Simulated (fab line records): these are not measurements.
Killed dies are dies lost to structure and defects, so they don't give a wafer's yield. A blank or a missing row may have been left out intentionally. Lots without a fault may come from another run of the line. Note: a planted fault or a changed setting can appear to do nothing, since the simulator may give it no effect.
The same fault as seen by 2 desks	flow n5Finfet	each desk has only its own numbers; what lay behind them comes last

FROM THE METROLOGY DESK
What the gauges read, lot by lot, whatever tool the lot ran on: means of the sampled wafers that have a number. A lot is out of limits, marked OUT, if its mean lies more than 4 standard deviations from the usual mean; the brackets give that distance. Shown here are 7 of its 10 readings, the ones lying furthest out on some lot.
Columns: A = DIBL_N at N5_BEOL_M4_RC_MEAS_101, usual 37.3 mV/V; B = DIBL_P at N5_BEOL_M4_RC_MEAS_101, usual 37.4 mV/V; C = IOFF_N at N5_BEOL_M4_RC_MEAS_101, usual 0.18 nA/um; D = IOFF_P at N5_BEOL_M4_RC_MEAS_101, usual 0.25 nA/um; E = ION_P at N5_BEOL_M4_RC_MEAS_101, usual 468 uA/um; F = VT_N at N5_BEOL_M4_RC_MEAS_101, usual 248 mV; G = VT_P at N5_BEOL_M4_RC_MEAS_101, usual -248 mV
lot	first seen here	A	B	C	D	E	F	G
L616	day 8 21:56	34.5	34.1	0.14	0.21	463	251	-248
L618	day 8 22:00	37.6	37.3	0.19	0.26	472	249	-246
L619	day 9 03:22	39.0	40.3	0.21	0.26	469	246	-249
L621	day 9 07:28	36.4	36.9	0.18	0.25	472	245	-247
L628	day 11 02:22	37.2	37.8	0.16	0.24	458	250	-251
L626	day 11 02:35	40.7	42.1	0.24	0.35	482	242	-242
L627	day 11 20:29	36.7	37.1	0.17	0.24	472	250	-247
L633	day 12 10:40	39.2	37.6	0.19	0.25	460	250	-249
L636	day 13 12:40	37.3	37.8	0.17	0.24	462	252	-250
L637	day 13 13:46	36.7	35.3	0.17	0.26	472	248	-245
This desk's finding: nothing out of limits on any of the 10 lots.

DESK OF THE TOOL OWNER: cmp-02
The tool's own readings at N5_MOL_CONTACT_COAG_CMP_23 (polishes, stops on SiO2, t overpolish 1.5 s, target thk 0 nm): means of the sampled wafers that have a number, for each lot that ran on this tool. A lot is out of limits, marked OUT, if its mean lies more than 4 standard deviations from the usual mean; the brackets give that distance.
Columns: A = headPressurePsi at N5_MOL_CONTACT_COAG_CMP_23, usual 2.000 psi; B = motorCurrentA at N5_MOL_CONTACT_COAG_CMP_23, usual 8.0 A; C = overpolishRunS at N5_MOL_CONTACT_COAG_CMP_23, usual 1.500 s; D = timeToEndpointS at N5_MOL_CONTACT_COAG_CMP_23, usual 10.8 s
lot	first seen here	A	B	C	D
L618	day 6 02:52	1.999	8.1	1.506	9.7
L619	day 6 05:40	2.003	8.2	1.498	13.0
L621	day 6 15:13	2.001	8.0	1.496	9.3
L626	day 8 01:13	2.001	8.4	1.501	8.5
L627	day 8 05:50	1.736 (-63) OUT	7.5	1.505	13.0
L628	day 8 08:59	1.736 (-63) OUT	7.8	1.498	12.7
Finding of this desk: L627, L628 out of limits; the first was L627 at day 8 05:50, on headPressurePsi at N5_MOL_CONTACT_COAG_CMP_23. In limits: L618, L619, L621, L626.

PUT TOGETHER
The tool owner's desk had the chance to raise an alarm at day 8 05:50 on L627, L628.
Nothing out of limits was seen by the metrology desk.
The metrology desk has L627, L628 on record, within its limits.
The lots listed all ran N5_MOL_CONTACT_COAG_CMP_23 on cmp-02.

WHAT THE SIMULATOR HAD PUT IN
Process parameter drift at N5_MOL_CONTACT_COAG_CMP_23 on cmp-02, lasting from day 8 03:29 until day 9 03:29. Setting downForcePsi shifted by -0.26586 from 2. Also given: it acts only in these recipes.
Struck lots among those shown: L627, L628.
Time in hours from fault onset to the first out-of-limits reading at each desk: the tool owner's desk, 2.
